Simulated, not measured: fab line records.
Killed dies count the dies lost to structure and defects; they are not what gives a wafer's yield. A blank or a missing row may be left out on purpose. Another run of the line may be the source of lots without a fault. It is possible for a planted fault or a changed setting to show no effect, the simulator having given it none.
Matching of chambers    flow n5 finfet    ald metal-04 running N5_HKMG_FIN_NWFM_ALD_20: 4 sister chambers
The step deposits TiAlC, target thk 2 nm, pulse time 3 s, purge time 2 s. 22 wafers are shown with their chamber, then 11 later ones without.

== WAFERS, EACH WITH ITS CHAMBER ==
wafer   chamber  heater power w (W)  precursor pulse height rel
L074.2  0        487                 0.992
L074.3  2        493                 1.021
L074.5  1        411                 1.001
L076.1  0        488                 1.013
L076.5  3        495                 0.996
L076.6  2        508                 0.983
L077.1  2        486                 1.007
L077.2  0        477                 1.012
L077.5  1        422                 0.973
L080.1  0        469                 0.984
L080.3  1        425                 1.038
L080.4  3        507                 0.993
L082.1  2        489                 0.997
L082.2  1        419                 0.993
L082.5  2        513                 1.038
L083.1  2        495                 0.995
L083.2  1        431                 0.963
L083.5  0        474                 1.023
L086.1  1        436                 0.979
L086.2  2        482                 0.981
L086.4  0        480                 1.003
L088.1  0        485                 1.038

SIGNATURES (means of the wafers above)
reading                     chamber 0  chamber 1  chamber 2  chamber 3  scatter within a chamber
heater power w              480.00     424.00     495.14     501.00     9.28
precursor pulse height rel  1.00929    0.99117    1.00314    0.99450    0.0213
Rule: for each reading, subtract the chamber's mean from the wafer's reading, divide by that reading's scatter and square the result; add these up over the readings and take the root, which gives the wafer's distance from the chamber. The wafer belongs to the nearest chamber; if the next one is less than 2 further off, it can't be placed. The scatter is the square root of a quotient: the sum, over the shown wafers, of each reading's squared deviation from its chamber's mean, divided by wafers minus chambers.

== WAFERS WITH NO CHAMBER GIVEN ==
wafer   heater power w (W)  precursor pulse height rel
L088.2  499                 0.999
L088.4  428                 0.985
L095.1  494                 1.010
L095.5  424                 0.984
L095.6  491                 0.992
L096.3  430                 0.967
L096.5  487                 1.011
L096.6  488                 0.983
L097.1  497                 1.002
L097.3  410                 1.023
L097.5  490                 0.984

== CHAMBER TAKEN BY EACH ==
wafer   from the rows above           in truth
L088.2  can't be placed: 3 or 2 or 0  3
L088.4  1                             1
L095.1  can't be placed: 2 or 3 or 0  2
L095.5  1                             1
L095.6  can't be placed: 2 or 3 or 0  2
L096.3  1                             1
L096.5  can't be placed: 0 or 2 or 3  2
L096.6  can't be placed: 2 or 3 or 0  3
L097.1  can't be placed: 2 or 3 or 0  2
L097.3  1                             1
L097.5  can't be placed: 2 or 3 or 0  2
4 of 11 placed correctly. Not placeable from these rows: 7 (in 7, the candidates include the true chamber). Placed wrongly: 0.
